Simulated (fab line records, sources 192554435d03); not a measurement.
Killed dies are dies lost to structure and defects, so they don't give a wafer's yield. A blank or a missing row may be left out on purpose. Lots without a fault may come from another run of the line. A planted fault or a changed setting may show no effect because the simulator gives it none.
Which tool did it? | flow n5_finfet | 9 lots, 27 wafers sampled, at 6 steps of a route of 1938

WHAT THE GAUGES READ, wafer by wafer
N5_MOL_CONTACT_COAG_CD_MEAS_08: target cd 28 nm.
lot  | measured     | on        | cd_nm (nm)
L921 | day 4 13:11  | cd_sem-03 | 27.83 27.52 27.71
L924 | day 5 07:02  | cd_sem-01 | 27.88 27.64 27.73
L929 | day 6 12:22  | cd_sem-02 | 28.05 27.83 27.80
L931 | day 7 04:29  | cd_sem-02 | 27.78 28.09 28.06
L933 | day 7 15:02  | cd_sem-03 | 28.28 27.78 28.32
L936 | day 8 11:19  | cd_sem-03 | 27.96 27.97 27.68
L939 | day 9 04:02  | cd_sem-02 | 27.85 27.87 28.02
L942 | day 9 21:44  | cd_sem-03 | 28.02 27.98 28.10
L944 | day 10 10:17 | cd_sem-02 | 28.04 28.58 27.97

N5_MOL_CONTACT_COAG_THK_MEAS_29.
lot  | measured     | on            | MD_CAP_THK (nm)
L921 | day 4 23:41  | film_metro-02 | 17.87 17.97 17.86
L924 | day 5 15:15  | film_metro-02 | 17.94 17.94 17.96
L929 | day 6 22:16  | film_metro-02 | 17.85 17.92 17.94
L931 | day 7 15:21  | film_metro-01 | 17.86 17.95 17.94
L933 | day 7 22:56  | film_metro-02 | 17.98 17.95 18.02
L936 | day 8 21:07  | film_metro-02 | 18.00 17.89 15.37
L939 | day 9 12:56  | film_metro-02 | 17.96 17.92 17.90
L942 | day 10 05:21 | film_metro-01 | 17.83 17.75 17.90
L944 | day 10 22:41 | film_metro-02 | 17.98 17.89 17.93

N5_BEOL_M4_RC_MEAS_101.
lot  | measured     | on        | DIBL_N (mV/V)  | DIBL_P (mV/V)  | IOFF_N (nA/um)    | IOFF_P (nA/um) | ION_N (uA/um) | ION_P (uA/um) | SS_N (mV/dec)  | SS_P (mV/dec)  | VT_N (mV)         | VT_P (mV)
L921 | day 8 10:20  | prober-02 | 32.9 35.1 33.6 | 32.6 35.7 34.0 | 0.114 0.150 0.129 | 0.14 0.19 0.16 | 671 669 661   | 458 462 452   | 70.9 71.1 71.8 | 72.6 74.1 72.5 | 255.4 249.7 252.2 | -259 -252 -254
L924 | day 9 08:10  | prober-01 | 34.8 33.5 34.9 | 36.6 34.8 36.3 | 0.169 0.140 0.165 | 0.20 0.17 0.20 | 691 672 692   | 466 467 471   | 71.5 71.0 70.9 | 73.7 72.9 74.6 | 249.6 250.4 247.7 | -250 -251 -251
L929 | day 10 19:06 | prober-01 | 34.5 34.2 33.9 | 35.3 35.9 34.6 | 0.135 0.142 0.129 | 0.17 0.18 0.17 | 670 682 674   | 452 464 461   | 71.3 71.1 71.5 | 72.5 72.5 72.6 | 252.4 249.9 249.3 | -254 -250 -252
L931 | day 11 14:23 | prober-02 | 35.7 36.0 35.3 | 36.2 36.5 35.6 | 0.166 0.165 0.152 | 0.22 0.22 0.21 | 674 677 667   | 464 463 458   | 71.5 70.5 71.2 | 73.8 73.2 73.4 | 249.9 250.0 250.9 | -248 -248 -249
L933 | day 11 20:50 | prober-01 | 37.5 34.1 36.3 | 35.6 32.7 35.0 | 0.161 0.115 0.142 | 0.20 0.16 0.19 | 663 668 655   | 456 463 449   | 71.9 70.8 71.8 | 73.3 72.8 72.9 | 252.3 254.0 250.3 | -250 -252 -253
L936 | day 12 02:19 | prober-02 | 33.4 36.1 36.3 | 33.8 36.6 36.6 | 0.116 0.158 0.153 | 0.16 0.20 0.19 | 656 679 669   | 456 457 459   | 70.8 71.7 71.2 | 72.8 73.6 73.0 | 254.8 248.3 251.0 | -256 -253 -253
L939 | day 12 18:37 | prober-01 | 37.5 35.4 36.4 | 35.8 34.7 35.1 | 0.166 0.140 0.143 | 0.21 0.20 0.20 | 678 668 668   | 463 462 460   | 71.2 71.3 71.1 | 73.0 72.8 72.6 | 249.6 248.2 247.9 | -249 -251 -252
L942 | day 13 21:23 | prober-01 | 35.9 35.8 35.9 | 35.8 36.3 36.1 | 0.146 0.143 0.152 | 0.20 0.20 0.20 | 667 671 675   | 459 467 462   | 71.0 71.2 71.4 | 73.1 73.1 72.5 | 253.6 250.4 251.3 | -251 -253 -254
L944 | day 14 08:29 | prober-01 | 36.3 36.5 38.5 | 35.8 35.5 39.0 | 0.173 0.165 0.217 | 0.24 0.23 0.30 | 681 671 696   | 463 462 473   | 71.5 72.0 72.0 | 73.2 74.0 74.1 | 246.1 247.7 243.8 | -246 -246 -245

WHICH TOOL RAN EACH LOT (tool, then ch and the chambers of the sampled wafers, then the start)
lot  | N5_GATE_CUT_SAC_CAP_01           | N5_MOL_CONTACT_COAG_CONTACT_ETCH_14 | N5_MOL_CONTACT_COAG_SIL_ANNEAL_21
L921 | ald_sin-03 ch 0,2,3, day 4 06:10 | rie_diel-01 ch 0,2,3, day 4 13:29   | rtp_anneal-02 ch 0, day 4 15:50
L924 | ald_sin-03 ch 1,2,3, day 5 00:19 | rie_diel-03 ch 0,1, day 5 07:23     | rtp_anneal-02 ch 0, day 5 08:46
L929 | ald_sin-03 ch 0,1,3, day 6 05:39 | rie_diel-01 ch 1,2,3, day 6 12:41   | rtp_anneal-02 ch 0, day 6 14:50
L931 | ald_sin-02 ch 2,3, day 6 21:38   | rie_diel-01 ch 0,1, day 7 04:56     | rtp_anneal-02 ch 0, day 7 06:08
L933 | ald_sin-03 ch 0,2,3, day 7 08:00 | rie_diel-01 ch 0,1,2, day 7 15:21   | rtp_anneal-01 ch 0, day 7 16:42
L936 | ald_sin-03 ch 1,2,3, day 8 04:19 | rie_diel-03 ch 1,2, day 8 11:43     | rtp_anneal-01 ch 0, day 8 14:04
L939 | ald_sin-04 ch 1,2,3, day 8 21:12 | rie_diel-04 ch 0,1,3, day 9 04:34   | rtp_anneal-02 ch 0, day 9 05:50
L942 | ald_sin-02 ch 0,1,2, day 9 14:24 | rie_diel-04 ch 0,2,3, day 9 22:02   | rtp_anneal-01 ch 0, day 9 23:18
L944 | ald_sin-04 ch 0,3, day 10 03:20  | rie_diel-03 ch 0,1,3, day 10 10:36  | rtp_anneal-02 ch 0, day 10 13:34
- N5_GATE_CUT_SAC_CAP_01: material SiNx, target thk 24 nm, pulse time 1 s, ald cycles 480.
- N5_MOL_CONTACT_COAG_CONTACT_ETCH_14: etches SiO2 in C4F6/O2, target depth 27.5 nm, overetch 8.5 nm, time 20 s.
- N5_MOL_CONTACT_COAG_SIL_ANNEAL_21: time 60 s.

WHAT THE TOOLS THEMSELVES READ (means of the sampled wafers that have a number; where no wafer has one, the mark that the record gives instead)
N5_GATE_CUT_SAC_CAP_01.
lot  | tool       | heater_power_w (W) | precursor_pulse_height_rel
L921 | ald_sin-03 | 866                | 0.993
L924 | ald_sin-03 | 838                | 1.008
L929 | ald_sin-03 | 832                | 1.001
L931 | ald_sin-02 | 811                | 0.994
L933 | ald_sin-03 | 883                | 0.987
L936 | ald_sin-03 | 842                | 1.005
L939 | ald_sin-04 | 896                | 1.001
L942 | ald_sin-02 | 750                | 1.013
L944 | ald_sin-04 | 873                | 0.988

N5_MOL_CONTACT_COAG_CONTACT_ETCH_14.
lot  | tool        | bias_w (W) | drypump_motor_current_A (A) | oes_f_703_au (a.u.) | oes_product_au (a.u.) | rf_vpp_V (V) | showerhead_plenum_p_Torr (Torr) | throttle_valve_pct (%)
L921 | rie_diel-01 | 184.7      | 6.0                         | 0.80                | 0.68                  | 689.7        | 2.82                            | 21.13
L924 | rie_diel-03 | 185.3      | 5.5                         | 0.67                | 0.58                  | 691.7        | 2.83                            | 21.35
L929 | rie_diel-01 | 185.0      | 6.0                         | 0.74                | 0.63                  | 691.9        | 2.83                            | 21.28
L931 | rie_diel-01 | 185.3      | 6.0                         | 0.75                | 0.63                  | 690.5        | 2.82                            | 21.11
L933 | rie_diel-01 | 185.2      | 6.1                         | 0.74                | 0.63                  | 690.4        | 2.83                            | 21.11
L936 | rie_diel-03 | 185.1      | 6.1                         | 0.88                | 0.75                  | 692.2        | 2.88                            | 21.10
L939 | rie_diel-04 | 184.3      | 5.8                         | 0.83                | 0.71                  | 695.8        | 2.97                            | 21.23
L942 | rie_diel-04 | 185.4      | 5.6                         | 0.79                | 0.68                  | 694.1        | 2.94                            | 21.36
L944 | rie_diel-03 | 185.3      | 5.8                         | 0.85                | 0.72                  | 689.5        | 2.80                            | 21.17

N5_MOL_CONTACT_COAG_SIL_ANNEAL_21.
lot  | tool          | lamp_power_pct (%) | wafer_temp_C_max
L921 | rtp_anneal-02 | 5.5                | 553.0
L924 | rtp_anneal-02 | 5.5                | 552.4
L929 | rtp_anneal-02 | 5.5                | 552.4
L931 | rtp_anneal-02 | 5.5                | 552.6
L933 | rtp_anneal-01 | 8.4                | 551.3
L936 | rtp_anneal-01 | 8.4                | 551.7
L939 | rtp_anneal-02 | 5.5                | 552.2
L942 | rtp_anneal-01 | 8.4                | 551.5
L944 | rtp_anneal-02 | 5.5                | 552.3

THE ANSWER, worked out from the rows above alone
Rule: what is usual is taken from the lots themselves. Put in order of their means at a reading, lots are off if they are a third of the lots or fewer, leave a main group of 4 or more, and stand apart from it by a gap of 3 or more times the standard deviation of the main group's means; of several such gaps the widest counts. A main group whose means are all the same, to the digits that the tables above print for the reading, isn't used. A lot without any number at a reading at which 4 lots or more have one is off too. The other lots that the step has rows for count as sound. The gauges are gone through in route order, then the tools' own readings, and for those a lot's mean is taken as printed above. The first step at which some lot is off is used, and at that step the reading that is off furthest; a lot without a number counts as furthest.
Off: L936, at N5_MOL_CONTACT_COAG_THK_MEAS_29 (MD_CAP_THK). The main group: mean 17.92 nm, standard deviation 0.042.
A tool fits if, at a process step before that reading, it ran every lot that is off, and no sound lot after the first of them. The gauges at N5_MOL_CONTACT_COAG_THK_MEAS_29 aren't tried: what is off there is off at N5_MOL_CONTACT_COAG_CONTACT_ETCH_14 too, on other tools, and a gauge's error can't cause that. One fits: ald_sin-03 at N5_GATE_CUT_SAC_CAP_01. Its last sound lot is L933 (day 7 08:00), its first lot that is off L936 (day 8 04:19): a fault that began between those two fits.

WHAT THE SIMULATOR HAD PUT IN
Site profile drift: ald_sin-03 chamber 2, from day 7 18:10 on, at N5_GATE_CUT_SAC_CAP_01. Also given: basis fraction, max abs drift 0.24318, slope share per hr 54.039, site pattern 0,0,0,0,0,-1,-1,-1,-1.
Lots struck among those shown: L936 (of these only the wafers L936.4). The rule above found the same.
